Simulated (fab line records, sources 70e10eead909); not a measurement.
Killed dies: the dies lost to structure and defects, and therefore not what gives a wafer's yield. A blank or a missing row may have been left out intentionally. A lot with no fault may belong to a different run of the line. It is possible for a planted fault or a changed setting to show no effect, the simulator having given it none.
fab line records / flow nand-harc
record lots=7 wafers=21 last-day=24
route steps=1159 shown P_STI@102 P_GATE@110 END@1159
lots untouched by any fault: they come from a run of this same line in which no faults occurred
start-h: hours from the record's opening day to when the first of the lot's shown wafers began / wait-h: hours from the lot's prior step to this one / " as in the row above / L1.1+2: several wafers, shown together as one row / - no value present, or no start provided / * or withheld: withheld / < > ~ a bound
route shown NAME@n: a module of which the file shows steps, and the number in the route of the first / usual: the fault-free wafers' mean and standard deviation / same: alike in all rows / chamber/n: place in a boat / sites: the reading at each site / _std_site: standard deviation across them / _edge_site: the outer-site mean with the inner-site mean subtracted / radius-mm: how far each site lies from the wafer's centre / mask NAME#n: copy n / behind: the most recent tool/chamber to have shaped the wafer / hold: what put the lot on hold/how long, in hours/how the hold closed / device: names the non-switching transistor (n, p or np) / end of line: tests of these same wafers at the route's end / a step given without rows: its recipe and nothing more / killed: not the wafer's yield, but the dies lost to structure and defects at the first sort / map: a wafer's dies, x killed, . not, _ none there
set.NAME: setting as actually run; set.NAME@STEP: the setting as run at that earlier step / model.NAME: the simulator's own value behind a step, which no gauge read
certain route steps with their lots: each step a table, each wafer a row
services: when a tool's chamber went out of use (start-h, in hours from the record's first day, below 0 if earlier), for how many hours, and the reason
## steps
# step NHARC_P_STI_SRD_35
# step NHARC_P_STI_ETCH_36
# recipe target-depth-a=388 chemistry=dHF material=SiO2
# step NHARC_P_STI_STRIP_24
# recipe temp-c=160 chemistry=H3PO4 material=Si3N4
# step NHARC_P_STI_ETCH_37
# recipe target-depth-a=110 chemistry=dHF material=SiO2
# step NHARC_P_STI_PRECLEAN_38
# recipe time-s=* temp-c=50 bath-age-min=0 chemistry=SC1
# step NHARC_P_STI_SRD_39
# step NHARC_P_STI_OXIDE_40
# recipe target-thk-a=100 temp-c=900 ox-time-s=1362 material=SiO2
# step NHARC_P_STI_INSPECT_25
# usual raw-defect-count=229/84
lot.wafer=L791.1 tool=defect-inspect-02 chamber=- start-h=82.51 wait-h=0.4 raw-defect-count=84
lot.wafer=L791.2 tool=defect-inspect-02 chamber=- start-h=82.51 wait-h=0.4 raw-defect-count=116
lot.wafer=L791.6 tool=defect-inspect-02 chamber=- start-h=82.51 wait-h=0.4 raw-defect-count=129
lot.wafer=L792.1 tool=defect-inspect-02 chamber=- start-h=82.52 wait-h=0.4 raw-defect-count=189
lot.wafer=L792.2 tool=defect-inspect-02 chamber=- start-h=82.52 wait-h=0.4 raw-defect-count=135
lot.wafer=L792.3 tool=defect-inspect-02 chamber=- start-h=82.52 wait-h=0.4 raw-defect-count=90
lot.wafer=L801.2 tool=defect-inspect-02 chamber=- start-h=146.66 wait-h=0.4 raw-defect-count=237
lot.wafer=L801.4 tool=defect-inspect-02 chamber=- start-h=146.66 wait-h=0.4 raw-defect-count=212
lot.wafer=L801.6 tool=defect-inspect-02 chamber=- start-h=146.66 wait-h=0.4 raw-defect-count=324
lot.wafer=L802.2 tool=defect-inspect-01 chamber=- start-h=146.66 wait-h=0.4 raw-defect-count=337
lot.wafer=L802.3 tool=defect-inspect-01 chamber=- start-h=146.66 wait-h=0.4 raw-defect-count=396
lot.wafer=L802.4 tool=defect-inspect-01 chamber=- start-h=146.66 wait-h=0.4 raw-defect-count=323
lot.wafer=L803.2 tool=defect-inspect-02 chamber=- start-h=146.67 wait-h=0.4 raw-defect-count=170
lot.wafer=L803.4 tool=defect-inspect-02 chamber=- start-h=146.67 wait-h=0.4 raw-defect-count=267
lot.wafer=L803.6 tool=defect-inspect-02 chamber=- start-h=146.67 wait-h=0.4 raw-defect-count=170
lot.wafer=L806.1 tool=defect-inspect-02 chamber=- start-h=169.78 wait-h=0.4 raw-defect-count=202
lot.wafer=L806.2 tool=defect-inspect-02 chamber=- start-h=169.78 wait-h=0.4 raw-defect-count=211
lot.wafer=L806.3 tool=defect-inspect-02 chamber=- start-h=169.78 wait-h=0.4 raw-defect-count=172
lot.wafer=L809.1 tool=defect-inspect-01 chamber=- start-h=185.56 wait-h=0.4 raw-defect-count=231
lot.wafer=L809.3 tool=defect-inspect-01 chamber=- start-h=185.56 wait-h=0.4 raw-defect-count=460
lot.wafer=L809.6 tool=defect-inspect-01 chamber=- start-h=185.56 wait-h=0.4 raw-defect-count=209
# step NHARC_P_GATE_ETCH_69
# recipe target-depth-a=140 chemistry=dHF material=SiO2
# step NHARC_P_GATE_PRECLEAN_70
# recipe time-s=* temp-c=50 bath-age-min=0 chemistry=SC1
# step NHARC_P_GATE_SRD_01
# step NHARC_P_GATE_OXIDE_02
# recipe target-thk-a=375 temp-c=950 p-h2o-torr=720 ox-time-s=365 material=SiO2
# usual spike-tc-bottom-C=969.7/0.96 spike-tc-centre-C=950.5/1.1 spike-tc-lower-C=949.5/1.3 spike-tc-top-C=962.6/1.7 spike-tc-upper-C=950.2/1.2 tube-center-temp-C=950.01/0.083 zone-power-lower-pct=18.3/1.2 zone-power-top-pct=37.2/0.66 zone-power-upper-pct=20.2/0.63
# same ox-time-s=365
lot.wafer=L791.1 tool=furnace-05 chamber=0 start-h=85.56 wait-h=- spike-tc-bottom-C=969.3 spike-tc-centre-C=950.1 spike-tc-lower-C=948.3 spike-tc-top-C=963.4 spike-tc-upper-C=952.0 tube-center-temp-C=949.98 zone-power-lower-pct=18.4 zone-power-top-pct=36.8 zone-power-upper-pct=20.1
lot.wafer=L791.2 tool=furnace-05 chamber=0 start-h=85.56 wait-h=- spike-tc-bottom-C=969.5 spike-tc-centre-C=951.6 spike-tc-lower-C=948.8 spike-tc-top-C=961.3 spike-tc-upper-C=950.1 tube-center-temp-C=950 zone-power-lower-pct=18.2 zone-power-top-pct=37.5 zone-power-upper-pct=19.8
lot.wafer=L791.6 tool=furnace-05 chamber=0 start-h=85.56 wait-h=- spike-tc-bottom-C=970.7 spike-tc-centre-C=949.0 spike-tc-lower-C=949.4 spike-tc-top-C=962.4 spike-tc-upper-C=950.3 tube-center-temp-C=950.08 zone-power-lower-pct=18.2 zone-power-top-pct=36.8 zone-power-upper-pct=19.8
lot.wafer=L792.1 tool=furnace-05 chamber=0 start-h=85.56 wait-h=- spike-tc-bottom-C=970.6 spike-tc-centre-C=949.9 spike-tc-lower-C=948.3 spike-tc-top-C=962.1 spike-tc-upper-C=950.7 tube-center-temp-C=950.03 zone-power-lower-pct=18.0 zone-power-top-pct=37.9 zone-power-upper-pct=19.9
lot.wafer=L792.2 tool=furnace-05 chamber=0 start-h=85.56 wait-h=- spike-tc-bottom-C=969.4 spike-tc-centre-C=949.6 spike-tc-lower-C=949.3 spike-tc-top-C=964.5 spike-tc-upper-C=949.1 tube-center-temp-C=950 zone-power-lower-pct=18.0 zone-power-top-pct=37.5 zone-power-upper-pct=19.9
lot.wafer=L792.3 tool=furnace-05 chamber=0 start-h=85.56 wait-h=- spike-tc-bottom-C=971.5 spike-tc-centre-C=950.4 spike-tc-lower-C=948.3 spike-tc-top-C=964.6 spike-tc-upper-C=949.2 tube-center-temp-C=949.97 zone-power-lower-pct=17.9 zone-power-top-pct=37.7 zone-power-upper-pct=20.0
lot.wafer=L801.2 tool=furnace-05 chamber=0 start-h=149.71 wait-h=- spike-tc-bottom-C=924.8 spike-tc-centre-C=905.4 spike-tc-lower-C=904.1 spike-tc-top-C=920.1 spike-tc-upper-C=905.7 tube-center-temp-C=905.44 zone-power-lower-pct=16.2 zone-power-top-pct=34.4 zone-power-upper-pct=17.9
lot.wafer=L801.4 tool=furnace-05 chamber=0 start-h=149.71 wait-h=- spike-tc-bottom-C=924.9 spike-tc-centre-C=904.6 spike-tc-lower-C=905.6 spike-tc-top-C=918.9 spike-tc-upper-C=905.2 tube-center-temp-C=905.29 zone-power-lower-pct=15.9 zone-power-top-pct=34.2 zone-power-upper-pct=17.8
lot.wafer=L801.6 tool=furnace-05 chamber=0 start-h=149.71 wait-h=- spike-tc-bottom-C=925.4 spike-tc-centre-C=905.6 spike-tc-lower-C=904.2 spike-tc-top-C=919.7 spike-tc-upper-C=903.4 tube-center-temp-C=905.38 zone-power-lower-pct=16.4 zone-power-top-pct=34.6 zone-power-upper-pct=17.8
lot.wafer=L802.2 tool=furnace-05 chamber=0 start-h=149.71 wait-h=- spike-tc-bottom-C=924.7 spike-tc-centre-C=907.0 spike-tc-lower-C=903.3 spike-tc-top-C=919.3 spike-tc-upper-C=906.0 tube-center-temp-C=905.43 zone-power-lower-pct=16.4 zone-power-top-pct=34.3 zone-power-upper-pct=17.5
lot.wafer=L802.3 tool=furnace-05 chamber=0 start-h=149.71 wait-h=- spike-tc-bottom-C=924.6 spike-tc-centre-C=905.6 spike-tc-lower-C=904.6 spike-tc-top-C=919.5 spike-tc-upper-C=906.9 tube-center-temp-C=905.45 zone-power-lower-pct=16.4 zone-power-top-pct=34.3 zone-power-upper-pct=17.8
lot.wafer=L802.4 tool=furnace-05 chamber=0 start-h=149.71 wait-h=- spike-tc-bottom-C=925.5 spike-tc-centre-C=906.4 spike-tc-lower-C=906.7 spike-tc-top-C=918.2 spike-tc-upper-C=903.5 tube-center-temp-C=905.58 zone-power-lower-pct=16.4 zone-power-top-pct=34.3 zone-power-upper-pct=18.0
lot.wafer=L803.2 tool=furnace-05 chamber=0 start-h=149.71 wait-h=- spike-tc-bottom-C=926.3 spike-tc-centre-C=906.7 spike-tc-lower-C=902.8 spike-tc-top-C=918.1 spike-tc-upper-C=906.6 tube-center-temp-C=905.44 zone-power-lower-pct=16.3 zone-power-top-pct=34.7 zone-power-upper-pct=17.9
lot.wafer=L803.4 tool=furnace-05 chamber=0 start-h=149.71 wait-h=- spike-tc-bottom-C=926.3 spike-tc-centre-C=905.1 spike-tc-lower-C=903.7 spike-tc-top-C=918.8 spike-tc-upper-C=903.3 tube-center-temp-C=905.57 zone-power-lower-pct=16.3 zone-power-top-pct=34.3 zone-power-upper-pct=17.6
lot.wafer=L803.6 tool=furnace-05 chamber=0 start-h=149.71 wait-h=- spike-tc-bottom-C=926.4 spike-tc-centre-C=905.2 spike-tc-lower-C=905.0 spike-tc-top-C=920.0 spike-tc-upper-C=904.8 tube-center-temp-C=905.55 zone-power-lower-pct=16.6 zone-power-top-pct=34.8 zone-power-upper-pct=17.7
lot.wafer=L806.1 tool=furnace-01 chamber=0 start-h=173.08 wait-h=- spike-tc-bottom-C=970.1 spike-tc-centre-C=951.1 spike-tc-lower-C=950.8 spike-tc-top-C=959.9 spike-tc-upper-C=949.8 tube-center-temp-C=949.97 zone-power-lower-pct=17.3 zone-power-top-pct=36.2 zone-power-upper-pct=21.4
lot.wafer=L806.2 tool=furnace-01 chamber=0 start-h=173.08 wait-h=- spike-tc-bottom-C=970.0 spike-tc-centre-C=952.3 spike-tc-lower-C=952.2 spike-tc-top-C=960.9 spike-tc-upper-C=951.6 tube-center-temp-C=950.08 zone-power-lower-pct=17.2 zone-power-top-pct=36.9 zone-power-upper-pct=20.8
lot.wafer=L806.3 tool=furnace-01 chamber=0 start-h=173.08 wait-h=- spike-tc-bottom-C=970.0 spike-tc-centre-C=951.1 spike-tc-lower-C=951.0 spike-tc-top-C=961.6 spike-tc-upper-C=951.2 tube-center-temp-C=950.08 zone-power-lower-pct=17.0 zone-power-top-pct=35.8 zone-power-upper-pct=21.1
lot.wafer=L809.1 tool=furnace-03 chamber=0 start-h=188.84 wait-h=- spike-tc-bottom-C=969.6 spike-tc-centre-C=949.8 spike-tc-lower-C=951.6 spike-tc-top-C=960.7 spike-tc-upper-C=952.4 tube-center-temp-C=950 zone-power-lower-pct=21.8 zone-power-top-pct=35.9 zone-power-upper-pct=21.3
lot.wafer=L809.3 tool=furnace-03 chamber=0 start-h=188.84 wait-h=- spike-tc-bottom-C=970.2 spike-tc-centre-C=950.9 spike-tc-lower-C=952.7 spike-tc-top-C=960.2 spike-tc-upper-C=949.7 tube-center-temp-C=950 zone-power-lower-pct=22.2 zone-power-top-pct=35.5 zone-power-upper-pct=21.6
lot.wafer=L809.6 tool=furnace-03 chamber=0 start-h=188.84 wait-h=- spike-tc-bottom-C=970.4 spike-tc-centre-C=951.4 spike-tc-lower-C=951.0 spike-tc-top-C=960.2 spike-tc-upper-C=950.8 tube-center-temp-C=950.05 zone-power-lower-pct=22.2 zone-power-top-pct=36.0 zone-power-upper-pct=21.9
# step NHARC_P_GATE_DEHYDRATE_03
# recipe temp-c=150 time-s=120
# step NHARC_END_SORT_01
# recipe temp-c=25
# usual killed-at-array=28/11 killed-at-other=0.8/1.1 killed-at-periphery=3.3/2.8 killed-dies=32/11 killed-open=3.3/1.9 killed-short=1.9/1.4
# same gross-dies=677
lot.wafer=L802.2 tool=prober-01 chamber=0 start-h=518.87 wait-h=2.9 killed-at-array=39 killed-at-other=0 killed-at-periphery=7 killed-dies=46 killed-open=4 killed-short=0
lot.wafer=L802.3 tool=prober-01 chamber=0 start-h=519.68 wait-h=3.2 killed-at-array=46 killed-at-other=0 killed-at-periphery=10 killed-dies=56 killed-open=4 killed-short=2
lot.wafer=L802.4 tool=prober-01 chamber=0 start-h=520.48 wait-h=3.4 killed-at-array=34 killed-at-other=1 killed-at-periphery=7 killed-dies=42 killed-open=5 killed-short=0
lot.wafer=L806.1 tool=prober-01 chamber=0 start-h=561.02 wait-h=2.5 killed-at-array=21 killed-at-other=0 killed-at-periphery=1 killed-dies=22 killed-open=0 killed-short=1
lot.wafer=L806.2 tool=prober-01 chamber=0 start-h=561.82 wait-h=2.8 killed-at-array=18 killed-at-other=2 killed-at-periphery=4 killed-dies=24 killed-open=3 killed-short=3
lot.wafer=L806.3 tool=prober-01 chamber=0 start-h=562.62 wait-h=3.1 killed-at-array=24 killed-at-other=2 killed-at-periphery=2 killed-dies=28 killed-open=4 killed-short=1
# killed by level:class
L802.2 A_CHANNEL_HOLE_D1:chamber-film-flake=17 A_SLIT:chamber-film-flake=12 A_STAIRCASE:chamber-film-flake=6 A_M0:geometric-particle:open=2 P_STI:chamber-film-flake=2 P_M1:chamber-film-flake=2 P_GATE:geometric-particle:open=1 P_M1:geometric-particle:open=1
L802.3 A_CHANNEL_HOLE_D1:chamber-film-flake=21 A_SLIT:chamber-film-flake=14 P_M1:chamber-film-flake=7 A_STAIRCASE:chamber-film-flake=2 A_CONTACT:chamber-film-flake=2 P_GATE:geometric-particle:open=1 A_ONON_D1:geometric-particle:open=1 A_ONON_D1:geometric-particle:short=1
L802.4 A_CHANNEL_HOLE_D1:chamber-film-flake=19 A_SLIT:chamber-film-flake=11 P_STI:chamber-film-flake=2 P_GATE:geometric-particle:open=1 P_M2:geometric-particle:open=1 A_WL_FILL:geometric-particle:open=1 A_BLC:geometric-particle:open=1 STARTING-WAFER:geometric-particle:open=1
L806.1 A_CHANNEL_HOLE_D1:chamber-film-flake=8 A_STAIRCASE:chamber-film-flake=8 A_CONTACT:chamber-film-flake=2 A_SGD_CUT:geometric-particle:short=1 P_M1:chamber-film-flake=1 A_WL_FILL:chamber-film-flake=1 A_BONDPAD:chamber-film-flake=1
L806.2 A_STAIRCASE:chamber-film-flake=10 P_M1:chamber-film-flake=3 A_WL_FILL:geometric-particle:open=2 A_CHANNEL_HOLE_D1:chamber-film-flake=2 THIN_TSV:chamber-film-flake=2 P_M2:geometric-particle:open=1 A_SOURCE_PLATE:geometric-particle:short=1 A_CHANNEL_FILL_D1:geometric-particle:short=1
L806.3 A_STAIRCASE:chamber-film-flake=7 A_CHANNEL_HOLE_D1:chamber-film-flake=6 A_CONTACT:chamber-film-flake=3 A_WL_FILL:geometric-particle:open=2 P_M1:chamber-film-flake=2 A_WL_FILL:chamber-film-flake=2 THIN_TSV:chamber-film-flake=2 A_ONON_D1:geometric-particle:open=1
## services
tool=furnace-03 chamber=- start-h=80.46 hours=5.8 kind=repair
tool=furnace-01 chamber=- start-h=120.27 hours=2.7 kind=repair
## key
first-sign step=NHARC_P_GATE_OXIDE_02 reading=tube-center-temp-C direction=down sigmas=99+ usual=* struck=*
effect step=NHARC_P_GATE_OXIDE_02 reading=spike-tc-bottom-C direction=down sigmas=46 usual=969.7 struck=925.4
met-at NHARC_P_GATE_OXIDE_02
struck-wafers L801.2,L801.4,L801.6,L802.2,L802.3,L802.4,L803.2,L803.4,L803.6
tester-left-out L801,L802,L803
onset-between 85.56 149.71
fault kind=process-parameter-drift tool=furnace-05 chamber=- onset-h=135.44 steps=NHARC_P_GATE_OXIDE_02 channel=temp-c offset=* shape=step end-h=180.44 acts-in=* stated=*
# tester-left-out: of these lots the tester's yield and bins aren't shown, on N5 and GAA mostly nor the transistor test; their killed dies are dies lost to structure and defects alone, not to doping, threshold or leakage, so they don't give the yield
